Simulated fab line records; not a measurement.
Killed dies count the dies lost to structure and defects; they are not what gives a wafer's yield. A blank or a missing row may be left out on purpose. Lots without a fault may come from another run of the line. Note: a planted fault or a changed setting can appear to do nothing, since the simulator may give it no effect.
fab line records	flow n5-finfet
[record] lots = 10	wafers = 29	last-day = 18
route steps=1938 shown BEOL_M4@1111 BEOL_M6@1198 PASS1_CAP@1873 PASSIVATION@1931
lots that met no fault: taken from a fault-free run of the same line
start-h: start of the lot's first displayed wafer, in hours after the record's first day	wait-h: how many hours have passed since the lot's step before this one	" unchanged from the row above	L1.1+2: a single row standing in for several wafers	- no value, or no start given	* or withheld: withheld	< > ~ a bound
route shown NAME@n: a module of which the file shows steps, and the number in the route of the first	usual: mean/standard deviation of fault-free wafers	same: alike in all rows	chamber/n: place in a boat	sites: readings site by site	_std_site: how widely they spread, as a standard deviation	_edge_site: outer sites' mean less inner sites'	radius-mm: for every site, how far away it sits from the centre of the wafer	mask NAME#n: copy n	behind: the last tool/chamber to shape the wafer	hold: why the lot was held/for how many hours/how that ended	device: whichever transistor did not switch (one of n, p or np)	end of line: at the end of the route, the tests of the same wafers	a step without rows: its recipe alone	killed: dies that structure and defects cost at the first sort, which is not the same as the wafer's yield	map: a wafer's dies, marking killed ones x, the rest . and places with no die _
set.NAME: the run value of the setting; set.NAME@STEP: its run value at that earlier step	model.NAME: the simulator's own value behind a step, which no gauge read
the route's steps for a sample of lots (tables are steps, rows are wafers)
services: from which hour (start-h, from the record's first day; less than 0 if before it) a tool's chamber was out of use, for how many hours, and why
[[steps]]
[step N5_BEOL_M4_RC_MEAS_101]
[usual] DIBL_N = 36.0/1.8	DIBL_P = 36.3/2.4	IOFF_N = 0.16/0.035	IOFF_P = 0.21/0.036	ION_N = 673/13	ION_P = 461/7.2	SS_N = 71.4/0.6	SS_P = 73.2/0.7	VT_N = 250/4	VT_P = -250.9/2.9
lot.wafer	tool	chamber	start-h	wait-h	DIBL_N[mV/V]	DIBL_P[mV/V]	IOFF_N[nA/um]	IOFF_P[nA/um]	ION_N[uA/um]	ION_P[uA/um]	SS_N[mV/dec]	SS_P[mV/dec]	VT_N[mV]	VT_P[mV]
L878.2	prober-01	0	159.93	0.2	40.9	41.0	0.27	0.32	695	472	72.0	74.4	240	-242.9
L878.4	"	0	"	"	39.8	39.5	0.23	0.29	695	474	72.1	74.1	245	-243.5
L878.6	"	0	"	"	36.5	35.0	0.16	0.23	669	465	71.2	72.4	252	-247.3
L879.1	prober-02	0	188.25	0.0	36.7	38.2	0.19	0.25	675	465	72.5	73.7	248	-248.4
L879.4	"	0	"	"	34.7	33.9	0.14	0.17	666	457	72.2	72.5	250	-252.9
L879.6	"	0	"	"	39.2	41.4	0.25	0.32	693	473	72.8	74.6	242	-245.7
L880.3	prober-01	0	191.50	0.3	36.3	37.4	0.17	0.21	683	462	71.5	73.8	248	-249.2
L880.5	"	0	"	"	35.8	37.5	0.16	0.22	672	468	70.7	72.9	250	-247.8
L880.6	"	0	"	"	38.5	40.0	0.23	0.26	702	475	71.8	73.9	245	-246.1
L881.2	prober-02	0	195.12	0.2	34.3	33.5	0.16	0.21	678	463	70.8	73.2	246	-247.1
L881.4	"	0	"	"	34.0	32.9	0.14	0.19	670	459	71.3	72.7	250	-249.6
L881.5	"	0	"	"	32.7	30.7	0.12	0.16	653	461	71.3	72.2	252	-251.3
L882.1	prober-02	0	202.87	0.0	33.9	34.9	0.13	0.17	674	461	70.4	73.2	254	-250.4
L882.3	"	0	"	"	37.5	37.1	0.19	0.20	668	455	72.0	73.4	248	-251.0
L882.4	"	0	"	"	35.4	36.2	0.15	0.19	678	470	71.5	73.2	249	-250.7
L884.2	prober-01	0	215.20	0.2	35.3	37.0	0.15	0.20	675	464	71.0	73.5	249	-252.4
L884.3	"	0	"	"	35.7	36.7	0.15	0.20	666	459	71.3	73.3	253	-251.4
L884.6	"	0	"	"	32.9	34.1	0.11	0.16	668	465	71.0	72.7	255	-253.0
L885.5	prober-02	0	224.07	0.6	36.1	36.2	0.16	0.20	673	461	71.7	74.1	252	-250.6
L885.6	"	0	"	"	37.2	37.3	0.17	0.22	670	464	72.3	74.1	252	-246.3
L894.1	prober-01	0	275.95	0.0	35.5	34.3	0.13	0.18	662	454	70.9	72.9	255	-251.6
L894.3	"	0	"	"	32.1	31.1	0.09	0.13	640	441	70.4	72.0	259	-256.4
L894.5	"	0	"	"	34.3	32.7	0.11	0.15	664	460	70.6	72.1	256	-255.7
L898.1	prober-02	0	286.98	0.0	36.0	35.9	0.15	0.20	675	461	71.1	74.0	252	-250.9
L898.5	"	0	"	"	33.0	32.7	0.11	0.16	668	459	70.9	73.1	253	-252.0
L898.6	"	0	"	"	37.4	36.6	0.16	0.21	667	457	71.4	73.7	253	-251.4
L900.1	prober-02	0	319.72	0.0	37.5	39.3	0.18	0.24	691	475	71.0	73.8	246	-246.5
L900.2	"	0	"	"	37.7	39.7	0.18	0.25	680	471	72.0	74.1	247	-247.2
L900.5	"	0	"	"	36.6	38.0	0.16	0.23	685	474	71.1	73.4	246	-248.1
[step N5_BEOL_M6_HM_DEP_02]
[recipe] material = TiN	target-thk-a = 200	temp-c = 25	chamber-pressure-pa = 0.49996
[usual] substrate-temp-c = 24.98/0.12	throttle-valve-pct = 30.1/1
lot.wafer	tool	chamber	start-h	wait-h	substrate-temp-c	throttle-valve-pct
L878.2	pvd-sputter-03	-	174.15	0.1	25.05	30.1
L878.4	"	-	"	"	24.97	29.7
L878.6	"	-	"	"	24.74	29.6
L879.1	pvd-sputter-03	-	202.78	0.8	25.18	29.7
L879.4	"	-	"	"	24.97	30.5
L879.6	"	-	"	"	25.17	30.1
L880.3	pvd-sputter-01	-	207.58	1.6	24.82	31.9
L880.5	"	-	"	"	25.08	30.7
L880.6	"	-	"	"	24.89	32.2
L881.2	pvd-sputter-02	-	210.81	1.8	24.87	29.0
L881.4	"	-	"	"	24.98	28.2
L881.5	"	-	"	"	24.98	28.4
L882.1	pvd-sputter-03	-	217.94	0.6	24.84	30.1
L882.3	"	-	"	"	24.79	30.4
L882.4	"	-	"	"	24.91	31.1
L884.2	pvd-sputter-03	-	231.90	2.5	24.89	29.6
L884.3	"	-	"	"	25.04	30.2
L884.6	"	-	"	"	24.95	29.9
L885.5	pvd-sputter-03	-	241.36	1.7	24.82	30.6
L885.6	"	-	"	"	25.11	30.0
L894.1	pvd-sputter-01	-	292.12	2.9	25.07	32.0
L894.3	"	-	"	"	24.91	30.7
L894.5	"	-	"	"	25.09	30.8
L898.1	pvd-sputter-02	-	304.03	0.7	25.01	30.5
L898.5	"	-	"	"	24.95	30.9
L898.6	"	-	"	"	24.83	28.1
L900.1	pvd-sputter-02	-	340.97	2.7	24.98	30.7
L900.2	"	-	"	"	24.96	28.9
L900.5	"	-	"	"	24.95	28.8
[step N5_PASSIVATION_PECVD_55]
[recipe] material = SiO2	target-thk-a = 4000	temp-c = 400	precursor = SiH4/N2O	pressure-torr = 2.7	rf-w = 608	time-s = 22.5
[usual] heater-power-outer-w = 425/63	heater-power-w = 731/110	showerhead-plenum-p-Torr = 8.17/0.087	throttle-valve-pct = 53.2/2.9
lot.wafer	tool	chamber	start-h	wait-h	heater-power-outer-w	heater-power-w	showerhead-plenum-p-Torr	throttle-valve-pct
L878.2	pecvd-04	2	257.92	0.0	512	851	8.09	49.0
L878.4	"	1	"	"	420	804	8.24	57.6
L878.6	"	2	"	"	386	679	8.09	49.0
L879.1	pecvd-03	1	282.91	0.0	451	809	8.20	56.5
L879.4	"	0	"	"	319	547	8.13	53.4
L879.6	"	0	"	"	341	574	8.13	53.1
L880.3	pecvd-03	1	289.73	0.0	472	860	8.18	56.7
L880.5	"	1	"	"	350	696	8.18	56.5
L880.6	"	2	"	"	413	694	8.10	51.0
L881.2	pecvd-02	0	295.26	0.0	467	730	8.16	50.6
L881.4	"	1	"	"	305	552	8.39	51.9
L881.5	"	0	"	"	345	591	8.15	51.0
L882.1	pecvd-03	2	298.18	0.0	398	673	8.08	51.3
L882.3	"	1	"	"	402	762	8.19	56.8
L882.4	"	0	"	"	298	515	8.14	53.1
L884.2	pecvd-03	2	317.98	0.0	394	661	8.11	51.3
L884.3	"	0	"	"	370	627	8.15	53.4
L884.6	"	1	"	"	340	685	8.17	56.6
L885.5	pecvd-03	1	326.68	0.0	471	866	8.19	56.6
L885.6	"	0	"	"	365	633	8.15	53.0
L894.1	pecvd-02	1	381.29	0.0	384	649	8.38	52.3
L894.3	"	2	"	"	350	580	8.00	50.2
L894.5	"	1	"	"	391	641	8.39	51.9
L898.1	pecvd-04	0	389.37	0.0	553	890	8.21	54.5
L898.5	"	2	"	"	510	848	8.11	49.7
L898.6	"	0	"	"	429	724	8.19	54.8
L900.1	pecvd-03	1	427.92	0.0	503	876	8.16	45.9
L900.2	"	0	"	"	299	525	8.12	53.0
L900.5	"	1	"	"	526	881	8.15	45.9
[step N5_PASSIVATION_PECVD_01]
[recipe] material = SiNx	target-thk-a = 2000	temp-c = 400	precursor = SiH4/NH3/N2	pressure-torr = 4.9	rf-w = 1406	time-s = 43.2
[usual] heater-power-outer-w = 221/65	heater-power-w = 458/110	showerhead-plenum-p-Torr = 8.68/0.059	throttle-valve-pct = 30.1/1.6
lot.wafer	tool	chamber	start-h	wait-h	heater-power-outer-w	heater-power-w	showerhead-plenum-p-Torr	throttle-valve-pct
L878.2	pecvd-04	2	257.96	0.0	249	510	8.61	27.5
L878.4	"	1	"	"	271	616	8.73	32.3
L878.6	"	2	"	"	267	517	8.65	27.7
L879.1	pecvd-03	1	282.96	0.0	178	458	8.67	31.8
L879.4	"	0	"	"	141	316	8.66	29.9
L879.6	"	0	"	"	152	323	8.69	30.1
L880.3	pecvd-03	1	289.76	0.0	137	408	8.66	32.0
L880.5	"	1	"	"	156	430	8.69	32.1
L880.6	"	2	"	"	173	349	8.65	28.7
L881.2	pecvd-02	0	295.29	0.0	237	450	8.67	28.7
L881.4	"	1	"	"	126	297	8.82	29.1
L881.5	"	0	"	"	250	457	8.67	28.7
L882.1	pecvd-03	2	298.21	0.0	185	367	8.64	28.8
L882.3	"	1	"	"	262	563	8.69	32.1
L882.4	"	0	"	"	183	376	8.64	30.3
L884.2	pecvd-03	2	318.01	0.0	213	393	8.64	28.9
L884.3	"	0	"	"	104	254	8.69	30.0
L884.6	"	1	"	"	245	557	8.69	32.0
L885.5	pecvd-03	1	326.72	0.0	252	561	8.68	31.9
L885.6	"	0	"	"	187	372	8.67	30.0
L894.1	pecvd-02	1	381.32	0.0	199	402	8.83	29.4
L894.3	"	2	"	"	98	275	8.57	28.4
L894.5	"	1	"	"	204	399	8.85	29.6
L898.1	pecvd-04	0	389.41	0.0	269	483	8.72	30.7
L898.5	"	2	"	"	195	426	8.64	28.4
L898.6	"	0	"	"	282	499	8.73	30.9
L900.1	pecvd-03	1	427.95	0.0	216	505	8.68	26.4
L900.2	"	0	"	"	162	335	8.65	30.0
L900.5	"	1	"	"	231	509	8.64	26.0
[step N5_PASSIVATION_STRIP_48]
[recipe] chemistry = O2	power-w = 600	temp-c = 60	pressure-mtorr = 30	rf-frequency-hz = 6e+07	bias-power-w = 0	overash-fraction = 0.5	o2-flow-sccm = 225
[usual] drypump-motor-current-A = 5.6/0.56	oes-product-au = 0.81/0.086	rf-vpp-V = 3.5/2.2	showerhead-plenum-p-Torr = 2.09/0.074	throttle-valve-pct = 16.59/0.27
lot.wafer	tool	chamber	start-h	wait-h	drypump-motor-current-A	oes-product-au	rf-hours-counter-h	rf-vpp-V	showerhead-plenum-p-Torr	throttle-valve-pct
L878.2	rie-diel-05	2	264.31	0.1	5.6	0.92	17	0.5	2.14	16.25
L878.4	"	3	"	"	6.1	0.66	233	2.4	2.14	16.98
L878.6	"	1	"	"	5.8	0.95	-	0.7	2.06	16.37
L879.1	rie-diel-06	3	290.76	0.1	5.5	0.89	8	5.1	2.23	16.47
L879.4	"	0	"	"	5.6	0.71	199	4.7	2.08	16.68
L879.6	"	3	"	"	5.5	0.88	-	1.1	2.22	16.52
L880.3	rie-diel-06	0	295.63	0.1	5.6	0.73	201	1.5	2.08	16.70
L880.5	"	2	"	"	6.6	0.95	-	2.0	2.22	16.26
L880.6	"	1	"	"	4.9	0.72	-	2.4	2.00	17.11
L881.2	rie-diel-06	3	300.99	0.1	5.4	0.87	11	3.0	2.22	16.55
L881.4	"	0	"	"	5.6	0.71	203	2.0	2.08	16.84
L881.5	"	1	"	"	4.9	0.72	-	2.0	2.01	17.06
L882.1	rie-diel-05	3	304.09	0.1	6.1	0.68	247	1.9	2.13	17.04
L882.3	"	0	"	"	6.1	0.82	79	1.3	2.05	16.39
L882.4	"	1	"	"	5.8	0.94	20	3.2	2.05	16.34
L884.2	rie-diel-05	0	323.05	0.1	6.1	0.82	88	0.9	2.04	16.35
L884.3	"	1	"	"	5.7	0.93	28	0.3	2.05	16.39
L884.6	"	0	"	"	6.1	0.79	-	6.7	2.04	16.53
L885.5	rie-diel-06	2	332.20	0.0	6.6	0.91	-	2.4	2.22	16.44
L885.6	"	3	"	"	5.4	0.86	-	3.3	2.22	16.49
L894.1	rie-diel-01	1	388.47	0.1	5.0	0.69	232	7.5	2.05	16.72
L894.3	"	2	"	"	6.5	0.73	142	3.9	2.10	16.33
L894.5	"	3	"	"	5.3	0.85	-	7.1	2.03	16.46
L898.1	rie-diel-01	3	394.05	0.1	5.2	0.85	68	1.4	2.03	16.48
L898.5	"	0	"	"	4.9	0.76	-	0	2.01	16.89
L898.6	"	1	"	"	5.1	0.65	-	2.9	2.05	16.73
L900.1	rie-diel-06	3	436.04	0.1	5.4	0.85	56	9.1	2.21	16.63
L900.2	"	1	"	"	4.9	0.70	244	6.0	1.99	17.18
L900.5	"	0	"	"	5.6	0.70	-	3.5	2.06	16.84
[step N5_PASSIVATION_PROBE_49]
[usual] defect-limited-yield = 91.2/1.4	killed_at_M0_to_M3 = 35/11	killed_at_M4_up = 14/5.6	killed-at-contacts = 12/5.6	killed-at-front-end = 38/11	killed-at-other = 4/3.4	killed-dies = 103/17	killed-open = 68/12	killed-short = 33/8.8	sort_bin_4_leakage = 0.00/0.007	sort_bin_5_function = 5.1/0.89	sort_bin_6_memory = 3.3/0.71	sort-n-pass = 1077/17	sort-yield-pct = 91.2/1.4
[same] gross-dies = 1180	killed-at-back-side = 0	sort_bin_8_speed[%] = 0
lot.wafer	tool	chamber	start-h	wait-h	defect-limited-yield[%]	killed_at_M0_to_M3	killed_at_M4_up	killed-at-contacts	killed-at-front-end	killed-at-other	killed-dies	killed-open	killed-short	sort_bin_4_leakage[%]	sort_bin_5_function[%]	sort_bin_6_memory[%]	sort-n-pass	sort-yield-pct[%]
L884.2	prober-02	-	325.59	0.1	90.1	44	11	9	47	6	117	67	48	0	5.3	4.2	1063	90.1
L884.3	prober-02	-	325.64	0.1	91.1	42	11	4	40	8	105	58	39	0	5.3	3.2	1075	91.1
L884.6	prober-02	-	325.79	0.3	86.8	44	64	6	37	5	156	69	37	0	9.2	3.6	1024	86.8
L885.5	prober-02	-	334.87	0.2	92.1	28	11	14	31	9	93	68	24	0	4.9	2.8	1087	92.1
L885.6	prober-02	-	334.92	0.3	90.8	26	45	10	26	2	109	52	31	0	6.5	2.4	1071	90.8
// killed by level:class
L884.2 BEOL_M0_SAQP:geometric-particle:short=11 FIN_SAQP:geometric-particle:short=10 BEOL_M0_SAQP:geometric-particle:open=9 FIN_SAQP:geometric-particle:open=7 GATE_CUT:geometric-particle:short=6 MOL_CONTACT_COAG:geometric-particle:open=6 BEOL_M2:geometric-particle:open=6 BEOL_M3:geometric-particle:open=6
L884.3 BEOL_M0_SAQP:geometric-particle:open=14 BEOL_M0_SAQP:geometric-particle:short=10 FIN_SAQP:geometric-particle:short=9 BEOL_M1:geometric-particle:open=8 FIN_SAQP:geometric-particle:open=7 STARTING-WAFER:geometric-particle:open=5 BEOL_M3:geometric-particle:open=4 MOL_CONTACT_COAG:geometric-particle:open=4
L884.6 BEOL_M6:area-open=45 BEOL_M0_SAQP:geometric-particle:short=13 FIN_SAQP:geometric-particle:short=8 BEOL_M0_SAQP:geometric-particle:open=8 BEOL_M1:geometric-particle:open=8 BEOL_M2:geometric-particle:open=8 BEOL_M5:geometric-particle:open=7 STARTING-WAFER:geometric-particle:open=6
L885.5 MOL_CONTACT_COAG:geometric-particle:open=11 BEOL_M2:geometric-particle:open=7 FIN_SAQP:geometric-particle:open=6 BEOL_M1:geometric-particle:open=5 BEOL_M3:geometric-particle:open=5 BEOL_M4:geometric-particle:open=5 BEOL_M0_SAQP:geometric-particle:open=4 GATE_CUT:geometric-particle:open=3
L885.6 BEOL_M6:area-open=24 BEOL_M4:geometric-particle:open=9 MOL_CONTACT_COAG:geometric-particle:open=7 BEOL_M1:geometric-particle:open=7 BEOL_M0:geometric-particle:open=6 BEOL_M2:geometric-particle:open=5 STARTING-WAFER:geometric-particle:open=5 BEOL_M4:geometric-particle:short=4
[[services]]
tool	chamber	start-h	hours	kind
rie-diel-05	0	156.43	8.6	repair
pvd-sputter-02	-	162.27	23.5	repair
rie-diel-01	1	164.18	2.6	repair
pecvd-03	2	170.54	5.2	repair
pecvd-02	2	212.62	8.6	repair
rie-diel-05	-	220.37	0.1	repair
pecvd-03	1	241.93	22.3	repair
rie-diel-05	-	242.12	2.8	pm
rie-diel-05	0	249.32	13.7	repair
rie-diel-01	1	266.36	5.0	repair
pecvd-02	0	279.07	4.1	repair
pvd-sputter-02	-	310.46	4.5	repair
rie-diel-06	-	323.83	2.8	pm
pvd-sputter-02	-	324.98	1.7	repair
pvd-sputter-03	-	330.58	2.5	repair
pvd-sputter-03	-	333.25	7.2	repair
pecvd-02	-	339.09	14.6	pm
pvd-sputter-02	-	343.85	3.3	repair
rie-diel-06	1	353.19	3.7	repair
pecvd-02	-	359.09	0.9	repair
pecvd-03	-	361.79	0.8	repair
rie-diel-01	0	368.40	6.1	repair
pvd-sputter-01	-	379.91	5.9	repair
pvd-sputter-02	-	392.32	6.4	repair
[[key]]
[first-sign] step = N5_PASSIVATION_PROBE_49	reading = killed_at_M4_up	direction = up	sigmas = 7.3	usual = 14	struck = 54
[effect] step = N5_PASSIVATION_PROBE_49	reading = sort_bin_5_function	direction = up	sigmas = 3.1	usual = 5.1	struck = 7.8
met-at N5_BEOL_M6_HM_DEP_02
struck-lots L884,L885
struck-wafers L884.6,L885.6
not-acting-at N5_PASSIVATION_PECVD_55,N5_PASSIVATION_PECVD_01,N5_PASSIVATION_STRIP_48
[fault] kind = process-parameter-drift	tool = pvd-sputter-03	chamber = -	onset-h = 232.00	steps = N5_BEOL_M6_HM_DEP_02	channel = target-thk-a	offset = *	shape = step	end-h = 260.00	scope = struck-wafers-only	acts-in = *	stated = *
